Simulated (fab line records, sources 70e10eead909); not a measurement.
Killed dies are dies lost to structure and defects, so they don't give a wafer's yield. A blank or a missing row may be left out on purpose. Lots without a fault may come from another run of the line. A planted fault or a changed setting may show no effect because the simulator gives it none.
Which tool did it? | flow nand_harc | 13 lots, 39 wafers sampled, at 6 steps of a route of 1302

WHAT THE GAUGES READ, wafer by wafer
NHARC_P_ZERO_WELL_INSPECT_43. Usual: raw_defect_count 13, standard deviation 7.7.
lot  | measured     | on                | raw_defect_count | flag
L775 | day 2 13:47  | defect_inspect-01 | 9 12 15          |
L777 | day 3 09:36  | defect_inspect-02 | 11 10 13         |
L779 | day 4 05:43  | defect_inspect-01 | 24 20 14         |
L780 | day 4 15:37  | defect_inspect-01 | 12 9 10          |
L781 | day 5 01:29  | defect_inspect-02 | 7 6 18           |
L782 | day 5 11:28  | defect_inspect-01 | 6 12 11          |
L790 | day 8 19:29  | defect_inspect-01 | 8 16 8           |
L791 | day 9 05:34  | defect_inspect-01 | 13 17 39         |
L792 | day 9 15:25  | defect_inspect-01 | 12 14 12         |
L793 | day 10 01:34 | defect_inspect-01 | 9 11 13          |
L795 | day 10 21:28 | defect_inspect-02 | 20 4 20          |
L796 | day 11 07:25 | defect_inspect-01 | 5 4 6            |
L797 | day 11 17:50 | defect_inspect-01 | 11 4 8           |

NHARC_P_STI_OVL_MEAS_10. Usual: overlay_x_nm 0 nm, standard deviation 4.8; overlay_y_nm -1 nm, standard deviation 6.1.
lot  | measured     | on         | overlay_x_nm (nm) | overlay_y_nm (nm) | flag
L775 | day 3 06:20  | overlay-01 | -2 -2 -1          | -1 0 -1           |
L777 | day 4 03:57  | overlay-01 | 3 2 2             | -6 -7 -6          |
L779 | day 4 22:05  | overlay-02 | 2 2 3             | 0 0 0             |
L780 | day 5 08:42  | overlay-02 | -7 -7 -7          | -2 -2 -1          |
L781 | day 5 17:05  | overlay-01 | 0 0 0             | 8 8 8             |
L782 | day 6 05:28  | overlay-01 | -4 -4 -4          | 2 2 1             |
L790 | day 9 13:13  | overlay-01 | 9 10 10           | 5 4 4             |
L791 | day 9 21:47  | overlay-02 | 2 2 2             | -6 -6 -7          |
L792 | day 10 12:23 | overlay-02 | -6 -6 -6          | -2 -1 -1          |
L793 | day 11 05:31 | overlay-01 | 0 0 0             | 0 1 0             |
L795 | day 11 13:28 | overlay-01 | -1 -1 -1          | 1 2 2             |
L796 | day 12 00:26 | overlay-01 | -3 -4 -4          | -3 -3 -3          |
L797 | day 12 10:00 | overlay-01 | 1 1 1             | -1 0 -1           |

NHARC_P_STI_CD_MEAS_16. Usual: cd_nm 199.2 nm, standard deviation 1.9.
lot  | measured     | on        | cd_nm (nm)        | flag
L775 | day 3 06:56  | cd_sem-01 | 200.7 197.8 197.8 |
L777 | day 4 04:34  | cd_sem-02 | 198.7 199.9 199.9 |
L779 | day 4 22:44  | cd_sem-02 | 200.0 200.9 201.1 |
L780 | day 5 09:19  | cd_sem-03 | 199.3 199.0 198.8 |
L781 | day 5 17:41  | cd_sem-03 | 197.5 196.1 199.9 |
L782 | day 6 06:04  | cd_sem-02 | 200.8 197.9 199.8 |
L790 | day 9 13:49  | cd_sem-03 | 200.5 200.3 200.7 |
L791 | day 9 22:26  | cd_sem-03 | 195.7 197.4 196.9 |
L792 | day 10 12:59 | cd_sem-02 | 196.6 197.8 196.3 |
L793 | day 11 06:07 | cd_sem-03 | 196.8 196.9 196.4 |
L795 | day 11 14:04 | cd_sem-02 | 194.4 200.1 197.8 |
L796 | day 12 01:02 | cd_sem-02 | 202.4 201.9 202.3 |
L797 | day 12 10:37 | cd_sem-02 | 200.7 199.1 201.2 |

NHARC_P_GATE_CD_MEAS_11: target cd 1640 nm. Usual: cd_nm 1640.7 nm, standard deviation 1.2.
lot  | measured     | on        | cd_nm (nm)           | flag
L775 | day 4 19:49  | cd_sem-03 | 1641.3 1640.2 1640.4 |
L777 | day 5 15:59  | cd_sem-02 | 1639.6 1640.9 1640.4 |
L779 | day 6 12:41  | cd_sem-02 | 1639.2 1640.1 1641.3 |
L780 | day 6 21:57  | cd_sem-03 | 1641.6 1639.7 1640.5 |
L781 | day 7 07:13  | cd_sem-02 | 1640.7 1640.9 1640.5 |
L782 | day 7 18:27  | cd_sem-03 | - - -                | OFF
L790 | day 11 16:59 | cd_sem-02 | 1638.9 1641.2 1640.2 |
L791 | day 11 16:49 | cd_sem-03 | 1638.4 1640.7 1639.0 |
L792 | day 12 05:46 | cd_sem-01 | 1641.2 1641.6 1640.5 |
L793 | day 12 21:05 | cd_sem-03 | 1642.2 1640.7 1640.3 |
L795 | day 12 21:25 | cd_sem-03 | 1641.0 1639.4 1639.5 |
L796 | day 13 10:37 | cd_sem-03 | 1640.1 1640.3 1641.1 |
L797 | day 13 22:01 | cd_sem-02 | 1641.4 1642.0 1640.9 |

NHARC_END_SORT_01. Usual: killed_at_array 52, standard deviation 16; killed_at_other 0.8, standard deviation 1.1; killed_at_periphery 4.2, standard deviation 2.5; killed_dies 57, standard deviation 16; killed_open 3.4, standard deviation 2; killed_short 2.6, standard deviation 1.6.
lot  | measured     | on        | killed_at_array | killed_at_other | killed_at_periphery | killed_dies | killed_open | killed_short | flag
L782 | day 27 10:19 | prober-02 | 58 42 45        | 5 5 4           | 614 630 628         | 677 677 677 | 3 3 7       | 3 2 6        | OFF

WHICH TOOL RAN EACH LOT (tool, then ch and the chambers of the sampled wafers, then the start)
lot  | NHARC_P_GATE_EXPOSE_08
L775 | krf_scanner-02 ch 0, day 4 19:40
L777 | krf_scanner-03 ch 0, day 5 15:50
L779 | krf_scanner-01 ch 0, day 6 12:32
L780 | krf_scanner-03 ch 0, day 6 21:47
L781 | krf_scanner-01 ch 0, day 7 07:03
L782 | krf_scanner-03 ch 0, day 7 18:17
L790 | krf_scanner-01 ch 0, day 11 16:50
L791 | krf_scanner-03 ch 0, day 11 16:39
L792 | krf_scanner-03 ch 0, day 12 05:37
L793 | krf_scanner-03 ch 0, day 12 20:56
L795 | krf_scanner-02 ch 0, day 12 21:15
L796 | krf_scanner-02 ch 0, day 13 10:28
L797 | krf_scanner-03 ch 0, day 13 21:52
- NHARC_P_GATE_EXPOSE_08: exposes mask P HV.

WHAT THE TOOLS THEMSELVES READ (means of the sampled wafers that have a number; where no wafer has one, the mark that the record gives instead)
NHARC_P_GATE_EXPOSE_08. Usual: reticle_temp_C 22.96 C, standard deviation 0.1.
lot  | tool           | reticle_temp_C (C) | flag
L775 | krf_scanner-02 | 22.87              |
L777 | krf_scanner-03 | 22.94              |
L779 | krf_scanner-01 | 22.88              |
L780 | krf_scanner-03 | 22.94              |
L781 | krf_scanner-01 | 22.96              |
L782 | krf_scanner-03 | 22.98              |
L790 | krf_scanner-01 | 22.98              |
L791 | krf_scanner-03 | 22.89              |
L792 | krf_scanner-03 | 22.95              |
L793 | krf_scanner-03 | 23.13              |
L795 | krf_scanner-02 | 22.87              |
L796 | krf_scanner-02 | 22.88              |
L797 | krf_scanner-03 | 23.07              |

THE ANSWER, worked out from the rows above alone
Rule: a lot is off if the mean of its wafers that have a number lies more than 3 standard deviations from the usual mean. A lot without any number at a reading at which 4 lots or more have one is off too. The other lots that the step has rows for count as sound. The gauges are gone through in route order, then the tools' own readings, and for those a lot's mean is taken as printed above. The first step at which some lot is off is used, and at that step the reading that is off furthest; a lot without a number counts as furthest.
Off: L782, at NHARC_P_GATE_CD_MEAS_11 (cd_nm). Without a number there: L782.
A tool fits if, at a process step before that reading, it ran every lot that is off, and no sound lot after the first of them. The gauges at NHARC_P_GATE_CD_MEAS_11 aren't tried: what is off there is off at NHARC_END_SORT_01 too, on other tools, and a gauge's error can't cause that. None of those tried fits.

WHAT THE SIMULATOR HAD PUT IN
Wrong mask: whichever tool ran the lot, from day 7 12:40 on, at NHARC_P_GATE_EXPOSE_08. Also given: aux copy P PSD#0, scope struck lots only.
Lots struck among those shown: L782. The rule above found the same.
